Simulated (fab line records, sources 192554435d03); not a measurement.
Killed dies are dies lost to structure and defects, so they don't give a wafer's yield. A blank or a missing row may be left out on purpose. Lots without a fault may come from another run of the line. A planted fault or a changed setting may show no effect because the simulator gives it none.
Split-lot experiment | flow n5_finfet | 7 lots, 21 wafers read, on a route of 1938 steps

THE SPLIT
At N5_BEOL_M4_DESCUM_33 (chemistry O2, time 7 s), the setting time_s was moved away from the recipe's 7 s on 5 of the 21 wafers read, by -15.3% to +14.5%. The other wafers ran this setting at the recipe's value.

FROM THE SPLIT TO THE READING: what the file shows between them, 3 steps
- N5_BEOL_M4_ETCH_77: etches underlayer in N2/H2, target depth 6.5 nm, time 5.2 s
- N5_BEOL_M4_ETCH_69: etches SiARC in CF4, target depth 15.6 nm, time 26 s
- N5_BEOL_M4_ALD_98: deposits SiO2, target thk 2.5 nm, pulse time 1 s, co reactant pulse time 1 s

THE READING
CAR-EUV_of_BEOL_M4_COAT_22.thk_nm (the simulator's own value, which no gauge read), in nm, at N5_BEOL_M4_ETCHBACK_99 (etches SiO2 in CHF3, target depth 5 nm, time 10.4 s). The file gives no usual value for it. The 16 wafers here that ran the recipe average 10.4 nm, standard deviation 0.14 nm.

wafer  | tool, chamber at the split | time_s as run, s | against the recipe | CAR-EUV_of_BEOL_M4_COAT_22.thk_nm, nm | against lot-mates on the recipe
L077.2 | rie_diel-06, 1             | 7                | recipe             | 10.2                                  | -
L077.6 | rie_diel-06, 3,2           | 7                | recipe             | 10.2                                  | -
L077.4 | rie_diel-06, 3,2           | 7                | recipe             | 10.4                                  | -
L079.1 | rie_diel-06, 1             | 6.238            | -10.9%             | 10.8                                  | +0.2
L079.3 | rie_diel-06, 2,3           | 7                | recipe             | 10.6                                  | -
L079.6 | rie_diel-06, 2,3           | 7                | recipe             | 10.6                                  | -
L081.4 | rie_diel-02, 0             | 7                | recipe             | 10.4                                  | -
L081.5 | rie_diel-02, 1             | 6.193            | -11.5%             | 10.8                                  | +0.5
L081.6 | rie_diel-02, 2             | 7                | recipe             | 10.2                                  | -
L083.2 | rie_diel-02, 0,1,3         | 7                | recipe             | 10.4                                  | -
L083.3 | rie_diel-02, 0,1,3         | 7                | recipe             | 10.4                                  | -
L083.6 | rie_diel-02, 0,1,3         | 7                | recipe             | 10.4                                  | -
L086.1 | rie_diel-05, 1,3           | 7                | recipe             | 10.6                                  | -
L086.6 | rie_diel-05, 1,3           | 7                | recipe             | 10.6                                  | -
L086.4 | rie_diel-05, 2             | 5.928            | -15.3%             | 11                                    | +0.4
L088.1 | rie_diel-06, 3             | 8.018            | +14.5%             | 10                                    | -0.4
L088.3 | rie_diel-06, 2             | 7                | recipe             | 10.4                                  | -
L088.6 | rie_diel-06, 1             | 7                | recipe             | 10.4                                  | -
L092.2 | rie_diel-06, 3,1           | 7                | recipe             | 10.6                                  | -
L092.4 | rie_diel-06, 3,1           | 7                | recipe             | 10.4                                  | -
L092.5 | rie_diel-06, 2             | 7.803            | +11.5%             | 10.2                                  | -0.3
Where a row lists several chambers, the file gives one row for several wafers and doesn't say which wafer went through which chamber.

THE FIT
A straight line over all 21 wafers: CAR-EUV_of_BEOL_M4_COAT_22.thk_nm changes by -0.0311 nm for each +1% of time_s; r = -0.84; the points scatter about the line by 0.13 nm.
The same after taking each lot's own level away (the mean of its wafers on the recipe; 21 wafers): -0.0281 nm for each +1%; r = -0.92; scatter 0.076 nm.
On that fit, the largest move of time_s shifts the reading by 0.43 nm.
The lots' own levels span 10.27 to 10.60 nm, that is 2.4 times the standard deviation above.
So the lot-to-lot level changes the slope: the two fits differ.
Check: with one of the wafers moved furthest among these (-15.3%) left out of the fit, the line predicts +0.449 nm for it against its lot-mates. It came out at +0.4 nm against them.

OTHER SPLITS ON THESE WAFERS
These wafers also went through other splits before the reading. Each is held against what the fit with the lots' levels taken away leaves over:
other split on the same wafers    | wafers away from the commonest value | r with CAR-EUV_of_BEOL_M4_COAT_22.thk_nm (lot level and that fit taken away)
N5_BEOL_M2_TRENCH_ETCH_37 time_s  | 8                                    | +0.22
N5_BEOL_M3_ETCH_41 target_depth_a | 9                                    | -0.22
N5_BEOL_M4_EXPOSE_25 dose_mj      | 4                                    | +0.10

THE WHOLE CHAIN: every reading that the file lists as answering this split, in the file's order
step                   | what it does                                                | reading                                                                            | change (the file's fit)                | r (the file's)
N5_BEOL_M4_DESCUM_33   | chemistry O2, time 7 s                                      | CAR-EUV_of_BEOL_M4_COAT_22.thk_nm (the simulator's own value, which no gauge read) | -0.0313 nm for each +1% of the setting | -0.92
N5_BEOL_M4_ETCH_77     | etches underlayer in N2/H2, target depth 6.5 nm, time 5.2 s | CAR-EUV_of_BEOL_M4_COAT_22.thk_nm (the simulator's own value, which no gauge read) | -0.034 nm for each +1% of the setting  | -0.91
N5_BEOL_M4_ETCH_69     | etches SiARC in CF4, target depth 15.6 nm, time 26 s        | CAR-EUV_of_BEOL_M4_COAT_22.thk_nm (the simulator's own value, which no gauge read) | -0.0358 nm for each +1% of the setting | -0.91
N5_BEOL_M4_ETCHBACK_99 | etches SiO2 in CHF3, target depth 5 nm, time 10.4 s         | CAR-EUV_of_BEOL_M4_COAT_22.thk_nm (the simulator's own value, which no gauge read) | -0.0281 nm for each +1% of the setting | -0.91

THE FILE'S OWN FIT
CAR-EUV_of_BEOL_M4_COAT_22.thk_nm changes by -0.0281 nm for each +1% of time_s, r = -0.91.
